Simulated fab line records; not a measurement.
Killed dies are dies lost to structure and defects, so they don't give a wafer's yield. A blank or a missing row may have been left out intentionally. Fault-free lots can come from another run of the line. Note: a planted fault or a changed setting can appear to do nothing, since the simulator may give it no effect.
Which of the tools did it? | flow nand_harc | Sampling: 11 lots, 33 wafers, 2 of 1159 route steps

WHAT THE GAUGES READ, wafer by wafer
NHARC_A_M1_CD_MEAS_09 targets a cd of 120 nm.
lot  | measured     | on        | cd_nm (nm)
L441 | day 17 09:02 | cd_sem-01 | 120.0 120.0 120.2
L443 | day 18 01:12 | cd_sem-01 | 119.0 119.7 119.7
L442 | day 18 02:14 | cd_sem-02 | 119.6 121.2 120.6
L449 | day 19 07:27 | cd_sem-01 | 120.9 121.5 120.7
L450 | day 20 06:56 | cd_sem-01 | 120.3 121.6 120.5
L454 | day 20 21:03 | cd_sem-02 | 132.4 119.9 132.7
L452 | day 21 20:22 | cd_sem-02 | 120.9 120.1 120.0
L458 | day 21 20:44 | cd_sem-01 | 121.1 121.0 120.0
L457 | day 22 05:34 | cd_sem-03 | 119.5 120.5 119.9
L460 | day 22 14:39 | cd_sem-01 | 122.0 121.2 121.4
L462 | day 22 23:35 | cd_sem-01 | 121.1 120.8 121.3

WHAT TOOL EACH LOT RAN ON (gives the tool, then ch and the chambers of the sampled wafers, and finally the start)
lot  | NHARC_A_M1_EXPOSE_06
L441 | arfi_scanner-03 ch 0, day 17 08:54
L443 | arfi_scanner-02 ch 0, day 18 01:04
L442 | arfi_scanner-03 ch 0, day 18 02:06
L449 | arfi_scanner-03 ch 0, day 19 07:19
L450 | arfi_scanner-03 ch 0, day 20 06:47
L454 | arfi_scanner-03 ch 0, day 20 20:55
L452 | arfi_scanner-03 ch 0, day 21 20:13
L458 | arfi_scanner-01 ch 0, day 21 20:36
L457 | arfi_scanner-02 ch 0, day 22 05:25
L460 | arfi_scanner-02 ch 0, day 22 14:31
L462 | arfi_scanner-02 ch 0, day 22 23:27
- NHARC_A_M1_EXPOSE_06: exposes mask A M1, target cd 120 nm.

THE ANSWER, worked out from the rows above alone
Rule: what is usual is taken from the lots themselves. Put in order of their means at a reading, lots are off if they are a third of the lots or fewer, leave a main group of 4 or more, and stand apart from it by a gap of 3 or more times the standard deviation of the main group's means; of several such gaps the widest counts. The tables above print the reading to a certain number of digits; a main group whose means all agree to those digits is not used. Also off: a lot with no number at a reading for which 4 or more lots have one. The other lots that the step has rows for count as sound.
Off, at NHARC_A_M1_CD_MEAS_09 on cd_nm: L454. The main group: mean 120.5 nm, standard deviation 0.58.
A tool fits if, at a process step before that reading, it ran every lot that is off, and no sound lot after the first of them. Gauges at NHARC_A_M1_CD_MEAS_09: tried the same way as those tools. None of those tried fits.

WHAT THE SIMULATOR PUT IN
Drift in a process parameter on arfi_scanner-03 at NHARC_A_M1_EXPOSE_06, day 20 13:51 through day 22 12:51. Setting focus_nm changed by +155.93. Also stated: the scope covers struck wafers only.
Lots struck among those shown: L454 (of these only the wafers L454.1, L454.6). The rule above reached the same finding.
